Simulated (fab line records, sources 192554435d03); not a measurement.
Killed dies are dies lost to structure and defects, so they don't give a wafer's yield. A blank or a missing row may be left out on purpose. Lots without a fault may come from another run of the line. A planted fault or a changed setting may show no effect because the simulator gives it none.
Chamber matching | flow n5_finfet | N5_GATE_CUT_HM_DEP_46 on pecvd-03: 3 sister chambers
The step deposits SiO2 from TEOS/O2, target thk 130 nm, time 26.6 s. 18 wafers are shown with their chamber, then 9 later ones without.

WAFERS WITH THEIR CHAMBER
wafer  | chamber | throttle_valve_pct (%) | showerhead_plenum_p_Torr (Torr) | heater_power_w (W)
L078.1 | 1       | 19.1                   | 8.34                            | 539
L078.3 | 0       | 18.0                   | 8.23                            | 604
L078.5 | 0       | 18.5                   | 8.23                            | 603
L080.1 | 2       | 17.6                   | 8.38                            | 668
L080.3 | 1       | 19.1                   | 8.37                            | 612
L080.4 | 1       | 18.8                   | 8.36                            | 602
L081.1 | 0       | 18.3                   | 8.25                            | 542
L081.2 | 1       | 19.3                   | 8.35                            | 594
L081.5 | 0       | 18.1                   | 8.20                            | 532
L082.1 | 0       | 18.2                   | 8.23                            | 614
L082.3 | 1       | 19.1                   | 8.35                            | 576
L082.4 | 1       | 19.2                   | 8.35                            | 602
L084.1 | 0       | 18.3                   | 8.23                            | 549
L084.3 | 1       | 19.0                   | 8.34                            | 584
L084.4 | 2       | 17.5                   | 8.42                            | 644
L086.1 | 2       | 17.5                   | 8.43                            | 576
L086.2 | 1       | 18.9                   | 8.36                            | 509
L086.6 | 0       | 18.4                   | 8.21                            | 585

SIGNATURES (means of the wafers above)
reading                  | chamber 0 | chamber 1 | chamber 2 | scatter within a chamber
throttle_valve_pct       | 18.257    | 19.062    | 17.533    | 0.155
showerhead_plenum_p_Torr | 8.2257    | 8.3525    | 8.4100    | 0.0158
heater_power_w           | 575.57    | 577.25    | 629.33    | 36.8
Rule: a wafer's distance from a chamber is the root of the sum, over the readings, of the square of ((its reading less the chamber's mean) divided by the reading's scatter). The wafer belongs to the nearest chamber; if the next one is less than 2 further off, it can't be placed. The scatter: the root of (the sum of the squares of (reading less its chamber's mean) over the shown wafers, divided by (wafers less chambers)).

WAFERS WITHOUT THEIR CHAMBER
wafer  | throttle_valve_pct (%) | showerhead_plenum_p_Torr (Torr) | heater_power_w (W)
L088.1 | 19.0                   | 8.34                            | 493
L088.3 | 18.2                   | 8.22                            | 588
L088.5 | 18.3                   | 8.22                            | 599
L089.3 | 17.0                   | 8.42                            | 644
L089.5 | 17.5                   | 8.41                            | 652
L089.6 | 18.9                   | 8.37                            | 574
L096.1 | 18.2                   | 8.22                            | 587
L096.5 | 19.0                   | 8.34                            | 540
L096.6 | 18.3                   | 8.22                            | 581

WHICH CHAMBER EACH WENT THROUGH
wafer  | from the rows above | in truth
L088.1 | 1                   | 1
L088.3 | 0                   | 0
L088.5 | 0                   | 0
L089.3 | 2                   | 2
L089.5 | 2                   | 2
L089.6 | 1                   | 1
L096.1 | 0                   | 0
L096.5 | 1                   | 1
L096.6 | 0                   | 0
Placed correctly: 9 of 9. Can't be placed from these rows: 0. Placed wrongly: 0.
